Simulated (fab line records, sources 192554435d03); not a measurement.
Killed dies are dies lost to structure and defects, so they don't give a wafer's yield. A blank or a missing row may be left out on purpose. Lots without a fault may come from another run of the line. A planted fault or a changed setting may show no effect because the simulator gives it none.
Chamber matching | flow n5_finfet | N5_BEOL_M9_ETCH_66 on rie_diel-05: 4 sister chambers
The step etches SOC in N2/H2, target depth 80 nm, overetch 16 nm, time 120 s. 20 wafers are shown with their chamber, then 10 later ones without.

WAFERS WITH THEIR CHAMBER
wafer  | chamber | showerhead_plenum_p_Torr (Torr) | drypump_motor_current_A (A) | throttle_valve_pct (%)
L076.2 | 1       | 2.64                            | 5.8                         | 17.87
L076.4 | 0       | 2.56                            | 5.3                         | 18.15
L076.5 | 2       | 2.62                            | 5.7                         | 18.04
L080.1 | 3       | 2.69                            | 5.8                         | 17.89
L080.2 | 0       | 2.56                            | 5.2                         | 18.14
L080.3 | 1       | 2.64                            | 5.8                         | 17.90
L080.4 | 2       | 2.61                            | 5.7                         | 18.07
L080.5 | 0       | 2.56                            | 5.2                         | 18.15
L080.6 | 1       | 2.64                            | 5.8                         | 17.91
L081.1 | 1       | 2.63                            | 5.8                         | 17.92
L081.2 | 2       | 2.61                            | 5.7                         | 18.08
L081.5 | 0       | 2.56                            | 5.2                         | 18.19
L084.1 | 1       | 2.63                            | 5.8                         | 17.94
L084.3 | 0       | 2.55                            | 5.3                         | 18.17
L084.4 | 3       | 2.69                            | 5.7                         | 17.90
L085.1 | 3       | 2.69                            | 5.7                         | 17.92
L085.2 | 1       | 2.63                            | 5.8                         | 17.95
L085.3 | 2       | 2.61                            | 5.7                         | 18.10
L085.4 | 0       | 2.55                            | 5.2                         | 18.19
L085.5 | 2       | 2.61                            | 5.7                         | 18.10

SIGNATURES (means of the wafers above)
reading                  | chamber 0 | chamber 1 | chamber 2 | chamber 3 | scatter within a chamber
showerhead_plenum_p_Torr | 2.5567    | 2.6350    | 2.6120    | 2.6900    | 0.00477
drypump_motor_current_A  | 5.233     | 5.800     | 5.700     | 5.733     | 0.0354
throttle_valve_pct       | 18.1650   | 17.9150   | 18.0780   | 17.9033   | 0.0243
Rule: a wafer's distance from a chamber is the root of the sum, over the readings, of the square of ((its reading less the chamber's mean) divided by the reading's scatter). The wafer belongs to the nearest chamber; if the next one is less than 2 further off, it can't be placed. The scatter: the root of (the sum of the squares of (reading less its chamber's mean) over the shown wafers, divided by (wafers less chambers)).

WAFERS WITHOUT THEIR CHAMBER
wafer  | showerhead_plenum_p_Torr (Torr) | drypump_motor_current_A (A) | throttle_valve_pct (%)
L085.6 | 2.63                            | 5.8                         | 17.95
L090.1 | 2.55                            | 5.3                         | 18.19
L090.2 | 2.63                            | 5.8                         | 17.94
L090.4 | 2.69                            | 5.7                         | 17.91
L091.1 | 2.55                            | 5.2                         | 18.22
L091.2 | 2.60                            | 5.7                         | 18.12
L091.4 | 2.68                            | 5.7                         | 17.92
L096.1 | 2.54                            | 5.2                         | 18.22
L096.5 | 2.68                            | 5.7                         | 17.95
L096.6 | 2.62                            | 5.8                         | 17.96

WHICH CHAMBER EACH WENT THROUGH
wafer  | from the rows above | in truth
L085.6 | 1                   | 1
L090.1 | 0                   | 0
L090.2 | 1                   | 1
L090.4 | 3                   | 3
L091.1 | 0                   | 0
L091.2 | 2                   | 2
L091.4 | 3                   | 3
L096.1 | 0                   | 0
L096.5 | 3                   | 3
L096.6 | 1                   | 1
Placed correctly: 10 of 10. Can't be placed from these rows: 0. Placed wrongly: 0.
